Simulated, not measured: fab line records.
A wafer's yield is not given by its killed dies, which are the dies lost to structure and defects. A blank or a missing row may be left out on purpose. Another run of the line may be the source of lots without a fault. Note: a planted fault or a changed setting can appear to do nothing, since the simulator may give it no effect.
fab line records | flow n5_finfet | part 1 of 2: steps 1 to 20 of 29
record: lots: 5 wafers: 15 last_day: 18
route steps=1938 shown BEOL_M7@1306 BEOL_M8@1332
lots that met no fault: from a run of the same line without faults
start_h: hours from the record's first day to the start of the lot's first wafer shown | wait_h: hours elapsed since this lot's preceding step | " repeats the value in the row above | L1.1+2: a single row standing in for several wafers | - no value, or no start given | * or withheld: withheld | < > ~ a bound
route shown NAME@n: names a module that has steps shown in the file, with the first one's number in the route | usual: mean/standard deviation taken from wafers without a fault | same: alike in all rows | chamber/n: place in a boat | sites: the reading at each site | _std_site: the values' standard deviation | _edge_site: the outer-site mean with the inner-site mean subtracted | radius_mm: how far each site lies from the wafer's centre | mask NAME#n: copy n | behind: the most recent tool/chamber to have shaped the wafer | hold: what put the lot on hold/how long, in hours/how the hold closed | device: transistor that didn't switch, given as n, p or np | end of line: the same wafers' tests at the end of the route | a step with no rows: only its recipe | killed: dies that structure and defects cost at the first sort, which is not the same as the wafer's yield | map: a wafer's dies, x killed, . not, _ none there
set.NAME: setting as actually run; set.NAME@STEP: the setting as run at that earlier step | model.NAME: the simulator's own value behind a step, which no gauge read
lots at some steps of the route; a table a step, a row a wafer
services: from which hour (start_h, from the record's first day; less than 0 if before it) a tool's chamber was out of use, for how many hours, and why
== steps ==
step: N5_BEOL_M7_STRIP_76
recipe: chemistry: C4F6/O2 resist: SiARC rf_frequency_hz: 6e+07
columns lot.wafer tool chamber start_h wait_h
L082.3+4+6 rie_diel-02 0,2,0 234.73 0.0
L083.2+3+5 rie_diel-02 1,3,2 242.15 0.0
L086.3+4+5 rie_diel-04 1,3,0 274.08 0.0
L092.3+4+5 rie_diel-04 1,0,2 324.06 0.0
L093.1+2+4 rie_diel-02 3,2,1 341.03 0.0
step: N5_BEOL_M7_STRIP_36
recipe: chemistry: N2/H2 power_w: 450 temp_c: 40 pressure_mtorr: 20 rf_frequency_hz: 6e+07 overash_fraction: 0.3 bias_power_w: 7 h2_frac: 0.5 n2_flow_sccm: 200 h2_flow_sccm: 200
usual: chamber_pressure_mTorr: 20.00/0.031 drypump_motor_current_A: 5.5/0.51 h2_flow_sccm: 200.1/0.54 n2_flow_sccm: 200.1/0.7 oes_product_au: 0.78/0.074 rf_vpp_V: 59.2/1.5 showerhead_plenum_p_Torr: 2.55/0.064 throttle_valve_pct: 23.73/0.23
columns lot.wafer tool chamber start_h wait_h chamber_pressure_mTorr drypump_motor_current_A h2_flow_sccm n2_flow_sccm oes_product_au rf_hours_counter_h rf_vpp_V showerhead_plenum_p_Torr throttle_valve_pct
L082.3 rie_diel-02 0 234.74 0.0 20.00 5.3 200.0 199.9 0.71 220 55.4 2.51 24.29
L082.4 " 2 " " 20.00 6.3 200.0 199.0 0.93 23 61.0 2.59 23.59
L082.6 " 0 " " 20.05 5.3 200.9 200.1 0.71 - 61.4 2.51 24.28
L083.2 rie_diel-02 1 242.16 0.0 20.02 5.7 199.6 200.0 0.77 160 59.1 2.54 23.85
L083.3 " 3 " " 20.01 5.0 200.0 200.5 0.74 187 61.8 2.65 23.67
L083.5 " 2 " " 20.03 6.4 200.9 199.8 0.91 - 60.4 2.59 23.60
L086.3 rie_diel-04 1 274.09 0.0 20.06 6.1 200.2 200.3 0.72 196 58.9 2.63 23.77
L086.4 " 3 " " 20.00 5.3 199.9 200.1 0.80 81 61.0 2.57 23.58
L086.5 " 0 " " 19.97 5.1 199.4 201.0 0.77 - 59.2 2.54 23.55
L092.3 rie_diel-04 1 324.07 0.0 19.97 6.1 200.5 199.9 0.71 210 59.9 2.62 23.78
L092.4 " 0 " " 20.01 5.1 200.4 199.3 0.76 134 58.4 2.54 23.53
L092.5 " 2 " " 20.06 5.0 200.2 199.8 0.79 - 58.8 2.43 23.72
L093.1 rie_diel-02 3 341.04 0.0 20.03 4.9 200.4 200.0 0.71 214 58.3 2.64 23.73
L093.2 " 2 " " 19.97 6.4 200.1 200.7 0.86 54 59.8 2.58 23.63
L093.4 " 1 " " 19.97 5.7 201.0 199.9 0.74 187 58.8 2.53 23.89
step: N5_BEOL_M7_TRENCH_ETCH_37
recipe: chemistry: C4F6/O2 target_depth_a: 934.78 target: SiCOH_lowk time_s: 31.2 ion_energy_ev: 250 pressure_mtorr: 30 source_w: 345 bias_w: 185 Ar_flow_sccm: 300 C4F6_flow_sccm: 10 O2_flow_sccm: 10
usual: chamber_pressure_mTorr: 30.003/0.027 drypump_motor_current_A: 5.5/0.52 oes_product_au: 0.79/0.074 rf_vpp_V: 666/12 showerhead_plenum_p_Torr: 2.87/0.069 throttle_valve_pct: 20.96/0.14
same: time_s: 31.2
columns lot.wafer tool chamber start_h wait_h chamber_pressure_mTorr drypump_motor_current_A oes_product_au rf_hours_counter_h rf_vpp_V showerhead_plenum_p_Torr throttle_valve_pct
L082.3 rie_diel-02 0 - - 30.022 5.3 0.69 220 662 2.80 21.09
L082.4 " 2 " " 29.967 6.4 0.92 23 671 2.93 20.99
L082.6 " 0 " " 29.965 5.3 0.68 - 661 2.80 21.11
L083.2 rie_diel-02 1 - - 30.008 5.7 0.77 160 659 2.82 20.77
L083.3 " 3 " " 30.022 5.0 0.74 187 672 2.96 20.86
L083.5 " 2 " " 29.997 6.4 0.91 - 671 2.93 21.00
L086.3 rie_diel-04 1 - - 30.042 6.1 0.73 196 667 2.95 20.89
L086.4 " 3 " " 30.004 5.3 0.81 81 652 2.89 20.97
L086.5 " 0 " " 30.005 5.1 0.76 - 657 2.86 20.94
L092.3 rie_diel-04 1 - - 30.003 6.2 0.72 210 667 2.94 20.94
L092.4 " 0 " " 29.996 5.1 0.76 134 658 2.85 20.96
L092.5 " 2 " " 30.046 4.9 0.81 - 691 2.76 21.15
L093.1 rie_diel-02 3 - - 30.053 4.9 0.71 215 670 2.95 20.91
L093.2 " 2 " " 29.990 6.4 0.86 54 670 2.92 21.04
L093.4 " 1 " " 29.994 5.7 0.75 187 658 2.81 20.81
step: N5_BEOL_M7_ETCH_41
recipe: chemistry: CH3F/O2 target: SiCN target_depth_a: 319 taper_deg: 2 time_s: 57.8 ion_energy_ev: 120 mask_material: TiN pressure_mtorr: 30 source_w: 395 bias_w: 75 Ar_flow_sccm: 150 CH3F_flow_sccm: 30 O2_flow_sccm: 20
usual: chamber_pressure_mTorr: 29.999/0.027 drypump_motor_current_A: 5.5/0.51 oes_product_au: 0.79/0.074 rf_vpp_V: 297.6/1.4 showerhead_plenum_p_Torr: 2.01/0.051 throttle_valve_pct: 16.34/0.14
same: time_s: 57.8
columns lot.wafer tool chamber start_h wait_h chamber_pressure_mTorr drypump_motor_current_A oes_product_au rf_hours_counter_h rf_vpp_V showerhead_plenum_p_Torr throttle_valve_pct
L082.3 rie_diel-02 0 - - 29.982 5.3 0.69 220 296.4 1.97 16.55
L082.4 " 2 " " 29.993 6.4 0.92 23 298.0 2.06 16.28
L082.6 " 0 " " 29.979 5.3 0.69 - 295.2 1.97 16.54
L083.2 rie_diel-02 1 - - 29.976 5.7 0.77 160 297.6 1.98 16.23
L083.3 " 3 " " 29.972 5.0 0.74 187 298.4 2.08 16.28
L083.5 " 2 " " 29.990 6.4 0.91 - 299.0 2.06 16.30
L086.3 rie_diel-04 1 - - 29.987 6.1 0.72 196 298.3 2.08 16.34
L086.4 " 3 " " 29.968 5.3 0.80 81 297.0 2.03 16.32
L086.5 " 0 " " 30.024 5.2 0.76 - 297.6 2.01 16.34
L092.3 rie_diel-04 1 - - 29.991 6.1 0.71 210 299.2 2.07 16.36
L092.4 " 0 " " 30.030 5.1 0.76 134 297.1 2.00 16.35
L092.5 " 2 " " 29.971 5.0 0.82 - 295.0 1.93 16.46
L093.1 rie_diel-02 3 - - 30.017 5.0 0.72 215 300.3 2.07 16.32
L093.2 " 2 " " 30.025 6.4 0.86 54 298.7 2.05 16.36
L093.4 " 1 " " 30.019 5.7 0.74 187 294.2 1.97 16.27
step: N5_BEOL_M7_STRIP_80
recipe: chemistry: N2/H2 time_s: 10 power_w: 450 temp_c: 40 pressure_mtorr: 20 rf_frequency_hz: 6e+07 bias_power_w: 7 n2_flow_sccm: 200 h2_flow_sccm: 200
usual: chamber_pressure_mTorr: 19.999/0.02 drypump_motor_current_A: 5.5/0.51 h2_flow_sccm: 200.0/0.62 n2_flow_sccm: 199.9/0.63 oes_product_au: 0.79/0.075 rf_vpp_V: 59.2/0.78 showerhead_plenum_p_Torr: 2.55/0.064 throttle_valve_pct: 23.73/0.23
same: time_s: 10
columns lot.wafer tool chamber start_h wait_h chamber_pressure_mTorr drypump_motor_current_A h2_flow_sccm n2_flow_sccm oes_product_au rf_hours_counter_h rf_vpp_V showerhead_plenum_p_Torr throttle_valve_pct
L082.3 rie_diel-02 0 - - 19.989 5.3 200.0 200.4 0.70 220 59.0 2.51 24.27
L082.4 " 2 " " 19.977 6.4 200.4 200.1 0.92 23 59.6 2.59 23.57
L082.6 " 0 " " 20.048 5.3 199.5 200.5 0.70 - 59.7 2.51 24.27
L083.2 rie_diel-02 1 - - 20.002 5.7 200.5 200.2 0.76 160 58.3 2.54 23.84
L083.3 " 3 " " 20.014 5.0 200.9 200.4 0.74 187 59.0 2.65 23.69
L083.5 " 2 " " 20.005 6.4 199.7 199.7 0.91 - 60.2 2.59 23.57
L086.3 rie_diel-04 1 - - 20.004 6.1 200.4 199.5 0.72 196 59.2 2.63 23.76
L086.4 " 3 " " 19.969 5.3 201.1 199.6 0.80 81 59.6 2.57 23.59
L086.5 " 0 " " 20.028 5.1 199.5 199.4 0.77 - 59.8 2.54 23.49
L092.3 rie_diel-04 1 - - 19.975 6.1 201.1 200.1 0.71 210 58.0 2.62 23.77
L092.4 " 0 " " 19.982 5.1 200.6 199.2 0.76 134 59.0 2.54 23.50
L092.5 " 2 " " 20.022 5.0 200.0 200.7 0.81 - 59.3 2.43 23.73
L093.1 rie_diel-02 3 - - 19.964 5.0 198.6 199.7 0.71 215 58.9 2.64 23.71
L093.2 " 2 " " 19.990 6.3 200.3 200.4 0.86 54 58.6 2.58 23.62
L093.4 " 1 " " 20.008 5.8 199.5 199.4 0.74 187 59.9 2.53 23.90
step: N5_BEOL_M7_OCD_MEAS_38
usual: trench_depth_nm: 93.3/1.8
columns lot.wafer tool chamber start_h wait_h trench_depth_nm
L082.3 ocd-02 - 234.94 - 91.0
L082.4 " - " " 95.3
L082.6 " - " " 89.8
L083.2 ocd-01 - 242.36 - 93.4
L083.3 " - " " 91.9
L083.5 " - " " 94.8
L086.3 ocd-02 - 274.29 - 93.4
L086.4 " - " " 94.2
L086.5 " - " " 95.2
L092.3 ocd-01 - 324.27 - 92.2
L092.4 " - " " 93.9
L092.5 " - " " 93.8
L093.1 ocd-01 - 341.24 - 90.7
L093.2 " - " " 93.3
L093.4 " - " " 93.1
step: N5_BEOL_M7_HM_STRIP_39
recipe: chemistry: peroxide_tin_strip material: TiN target_depth_a: 250 temp_c: 50 time_s: 158
usual: bath_heat_duty_pct: 7.2/0.77
same: time_s: 158
columns lot.wafer tool chamber start_h wait_h bath_heat_duty_pct
L082.3 wet_bench-03 1 234.97 0.0 7.2
L082.4 " 6 " " 6.0
L082.6 " 5 " " 7.1
L083.2 wet_bench-05 0 242.39 0.0 7.4
L083.3 " 5 " " 6.1
L083.5 " 6 " " 6.4
L086.3 wet_bench-05 4 274.32 0.0 5.7
L086.4 " 5 " " 4.9
L086.5 " 0 " " 6.6
L092.3 wet_bench-02 0 324.30 0.0 7.1
L092.4 " 1 " " 7.6
L092.5 " 5 " " 7.7
L093.1 wet_bench-05 1 341.27 0.0 7.7
L093.2 " 7 " " 7.7
L093.4 " 6 " " 6.0
step: N5_BEOL_M7_SRD_40
recipe: time_s: 30 temp_c: 23 rinse_liquid: diw dry: ipa_marangoni
usual: bath_heat_duty_pct: 3.7/0.52
same: time_s: 30
columns lot.wafer tool chamber start_h wait_h bath_heat_duty_pct
L082.3 wet_bench-03 1 235.02 0.0 4.0
L082.4 " 6 " " 3.1
L082.6 " 5 " " 4.2
L083.2 wet_bench-05 0 242.44 0.0 4.2
L083.3 " 5 " " 3.7
L083.5 " 6 " " 2.9
L086.3 wet_bench-05 4 274.37 0.0 3.4
L086.4 " 5 " " 3.2
L086.5 " 0 " " 3.4
L092.3 wet_bench-02 0 324.35 0.0 3.5
L092.4 " 1 " " 3.8
L092.5 " 5 " " 3.3
L093.1 wet_bench-05 1 341.31 0.0 3.9
L093.2 " 7 " " 3.9
L093.4 " 6 " " 3.0
step: N5_BEOL_M7_PRECLEAN_42
recipe: chemistry: residue_remover time_s: 60 temp_c: 40
usual: bath_heat_duty_pct: 4.5/0.63
same: time_s: 60
columns lot.wafer tool chamber start_h wait_h bath_heat_duty_pct
L082.3 wet_bench-03 1 235.03 0.0 5.0
L082.4 " 6 " " 4.8
L082.6 " 5 " " 4.3
L083.2 wet_bench-05 0 242.46 0.0 4.1
L083.3 " 5 " " 3.7
L083.5 " 6 " " 5.3
L086.3 wet_bench-05 4 274.39 0.0 4.5
L086.4 " 5 " " 3.4
L086.5 " 0 " " 4.7
L092.3 wet_bench-02 0 324.36 0.0 4.5
L092.4 " 1 " " 5.6
L092.5 " 5 " " 4.2
L093.1 wet_bench-05 1 341.33 0.0 5.2
L093.2 " 7 " " 5.2
L093.4 " 6 " " 3.2
step: N5_BEOL_M7_SRD_43
recipe: time_s: 30 temp_c: 23 rinse_liquid: diw dry: ipa_marangoni
usual: bath_heat_duty_pct: 3.6/0.51
same: time_s: 30
columns lot.wafer tool chamber start_h wait_h bath_heat_duty_pct
L082.3 wet_bench-03 1 235.05 0.0 4.3
L082.4 " 6 " " 3.8
L082.6 " 5 " " 3.6
L083.2 wet_bench-05 0 242.47 0.0 3.3
L083.3 " 5 " " 3.0
L083.5 " 6 " " 2.7
L086.3 wet_bench-05 4 274.40 0.0 2.9
L086.4 " 5 " " 3.4
L086.5 " 0 " " 3.8
L092.3 wet_bench-02 0 324.38 0.0 3.8
L092.4 " 1 " " 4.0
L092.5 " 5 " " 3.9
L093.1 wet_bench-05 1 341.35 0.0 4.0
L093.2 " 7 " " 4.9
L093.4 " 6 " " 2.9
step: N5_BEOL_M7_CD_MEAS_35
recipe: target_cd_nm: 40 polarity: opening
usual: cd_nm: 39.8/0.53
columns lot.wafer tool chamber start_h wait_h cd_nm
L082.3 cd_sem-02 - 235.10 0.0 40.0
L082.4 " - " " 39.7
L082.6 " - " " 40.2
L083.2 cd_sem-03 - 242.51 0.0 39.7
L083.3 " - " " 40.0
L083.5 " - " " 39.9
L086.3 cd_sem-03 - 274.45 0.0 39.4
L086.4 " - " " 39.2
L086.5 " - " " 39.9
L092.3 cd_sem-02 - 324.42 0.0 40.2
L092.4 " - " " 41.5
L092.5 " - " " 40.4
L093.1 cd_sem-03 - 341.39 0.0 39.8
L093.2 " - " " 39.4
L093.4 " - " " 39.9
step: N5_BEOL_M7_CURE_75
recipe: temp_c: 370 time_s: 120 ambient: DMADMS/He material: SiCOH_lowk
usual: lamp_power_pct: 52.31/0.057 wafer_temp_C_max: 371.7/0.55
same: time_s: 120
columns lot.wafer tool chamber start_h wait_h lamp_power_pct wafer_temp_C_max
L082.3 uv_cure-01 1 235.24 0.1 52.32 371.9
L082.4 " 1 " " 52.21 372.1
L082.6 " 1 " " 52.47 371.7
L083.2 uv_cure-02 1 242.60 0.1 52.36 371.3
L083.3 " 1 " " 52.30 371.2
L083.5 " 1 " " 52.18 371.3
L086.3 uv_cure-02 1 274.59 0.1 52.29 372.0
L086.4 " 1 " " 52.25 372.4
L086.5 " 1 " " 52.28 371.6
L092.3 uv_cure-01 0 324.56 0.1 52.33 372.0
L092.4 " 0 " " 52.31 371.7
L092.5 " 0 " " 52.21 372.2
L093.1 uv_cure-03 1 341.43 0.0 52.31 371.3
L093.2 " 1 " " 52.29 371.3
L093.4 " 1 " " 52.33 371.3
step: N5_BEOL_M7_DEGAS_44
recipe: ambient: vacuum temp_c: 250 time_s: 60
usual: heater_power_w: 333/26
same: time_s: 60
columns lot.wafer tool chamber start_h wait_h heater_power_w
L082.3 pvd_sputter-03 - 235.49 0.2 394
L082.4 " - " " 369
L082.6 " - " " 346
L083.2 pvd_sputter-02 - 242.89 0.2 312
L083.3 " - " " 312
L083.5 " - " " 324
L086.3 pvd_sputter-03 - 274.91 0.3 352
L086.4 " - " " 381
L086.5 " - " " 314
L092.3 pvd_sputter-01 - 324.80 0.2 305
L092.4 " - " " 321
L092.5 " - " " 327
L093.1 pvd_sputter-02 - 341.90 0.4 310
L093.2 " - " " 323
L093.4 " - " " 352
step: N5_BEOL_M7_PRE_CLEAN_45
recipe: gas: H2/He time_s: 30 temp_c: 250
usual: heater_power_w: 332/27
same: time_s: 30
columns lot.wafer tool chamber start_h wait_h heater_power_w
L082.3 pvd_sputter-03 - 235.53 0.0 394
L082.4 " - " " 380
L082.6 " - " " 349
L083.2 pvd_sputter-02 - 242.93 0.0 308
L083.3 " - " " 318
L083.5 " - " " 313
L086.3 pvd_sputter-03 - 274.95 0.0 337
L086.4 " - " " 376
L086.5 " - " " 308
L092.3 pvd_sputter-01 - 324.84 0.0 311
L092.4 " - " " 310
L092.5 " - " " 335
L093.1 pvd_sputter-02 - 341.94 0.0 314
L093.2 " - " " 323
L093.4 " - " " 371
step: N5_BEOL_M7_ALD_77
recipe: material: TaN target_thk_a: 20 temp_c: 275 ald_precursor_family: PDMAT ald_co_reactant: NH3 pressure_torr: 3 carrier_flow_sccm: 1500 pulse_time_s: 2 purge_time_s: 3 co_reactant_purge_time_s: 2 co_reactant_pulse_time_s: 3 ald_cycles: 40 precursor_vessel_temp_c: 75 precursor_vessel_pressure_torr: 26.25 precursor_vessel_carrier_sccm: 1000
usual: heater_power_w: 439/32
columns lot.wafer tool chamber start_h wait_h heater_power_w
L082.3 ald_metal-04 3 235.59 0.0 459
L082.4 " 1 " " 467
L082.6 " 1 " " 466
L083.2 ald_metal-03 2 243.01 0.1 409
L083.3 " 3 " " 475
L083.5 " 0 " " 365
L086.3 ald_metal-04 3 275.03 0.1 462
L086.4 " 0 " " 413
L086.5 " 3 " " 458
L092.3 ald_metal-01 1 324.90 0.0 492
L092.4 " 3 " " 407
L092.5 " 1 " " 488
L093.1 ald_metal-04 0 342.06 0.1 406
L093.2 " 3 " " 447
L093.4 " 2 " " 460
step: N5_BEOL_M7_SURFACE_TREAT_79
recipe: gas: Ar time_s: * ion_energy_ev: * ion_current_ma_cm2: 0.5 pressure_mtorr: * ar_flow_sccm: 30
usual: throttle_valve_pct: *
same: time_s: *
columns lot.wafer tool chamber start_h wait_h throttle_valve_pct
L082.3 pvd_sputter-01 - 235.90 0.2 *
L082.4 " - " " *
L082.6 " - " " *
L083.2 pvd_sputter-01 - 243.33 0.2 *
L083.3 " - " " *
L083.5 " - " " *
L086.3 pvd_sputter-01 - 278.06 2.9 *
L086.4 " - " " *
L086.5 " - " " *
L092.3 pvd_sputter-01 - 325.18 0.2 *
L092.4 " - " " *
L092.5 " - " " *
L093.1 pvd_sputter-01 - 342.76 0.6 *
L093.2 " - " " *
L093.4 " - " " *
step: N5_BEOL_M7_CVD_78
recipe: material: Co target_thk_a: 20 temp_c: withheld precursor: CCTBA/H2 pressure_torr: 30 time_s: 142.3
same: time_s: 142.3
columns lot.wafer tool chamber start_h wait_h
L082.3+4+6 cvd_co-01 0,2,0 235.98 0.1
L083.2+3+5 cvd_co-01 2,0,0 243.39 0.0
L086.3+4+5 cvd_co-02 2,2,0 278.12 0.0
L092.3+4+5 cvd_co-01 2,0,1 325.24 0.0
L093.1+2+4 cvd_co-01 1,2,1 343.05 0.3
step: N5_BEOL_M7_SPUTTER_48
recipe: material: Cu target_thk_a: 100 temp_c: -20 bias_v: 60 power_w: 26000 chamber_pressure_pa: 0.13 time_s: 1.667
usual: throttle_valve_pct: 30.9/1.1
same: time_s: 1.667
columns lot.wafer tool chamber start_h wait_h throttle_valve_pct
L082.3 pvd_sputter-01 - 236.14 0.1 31.1
L082.4 " - " " 31.1
L082.6 " - " " 32.5
L083.2 pvd_sputter-02 - 243.53 0.1 31.8
L083.3 " - " " 29.8
L083.5 " - " " 30.5
L086.3 pvd_sputter-01 - 278.26 0.1 31.1
L086.4 " - " " 32.3
L086.5 " - " " 30.9
L092.3 pvd_sputter-01 - 325.35 0.1 32.4
L092.4 " - " " 31.1
L092.5 " - " " 31.5
L093.1 pvd_sputter-02 - 343.86 0.8 31.4
L093.2 " - " " 30.0
L093.4 " - " " 30.5
step: N5_BEOL_M7_ECD_50
recipe: material: Cu target_thk_a: 3000
columns lot.wafer tool chamber start_h wait_h
L082.3+4+6 ecd_cu-01 0,1,0 236.28 0.1
L083.2+3+5 ecd_cu-02 0 243.64 0.1
L086.3+4+5 ecd_cu-02 1,0,0 278.40 0.1
L092.3+4+5 ecd_cu-01 1,0,0 325.51 0.1
L093.1+2+4 ecd_cu-01 0,1,1 343.98 0.1
step: N5_BEOL_M7_ANNEAL_51
recipe: temp_c: 225 time_s: 90 ambient: N2
usual: wafer_temp_C_max: 225.72/0.18
same: time_s: 90
columns lot.wafer tool chamber start_h wait_h wafer_temp_C_max
L082.3 rtp_anneal-01 0 236.44 0.1 225.73
L082.4 " 0 " " 225.99
L082.6 " 0 " " 225.86
L083.2 rtp_anneal-02 0 244.10 0.4 225.55
L083.3 " 0 " " 225.98
L083.5 " 0 " " 225.99
L086.3 rtp_anneal-02 0 278.56 0.1 225.68
L086.4 " 0 " " 225.65
L086.5 " 0 " " 225.76
L092.3 rtp_anneal-02 0 325.67 0.1 225.45
L092.4 " 0 " " 225.91
L092.5 " 0 " " 225.77
L093.1 rtp_anneal-01 0 344.07 0.1 225.65
L093.2 " 0 " " 225.77
L093.4 " 0 " " 225.56
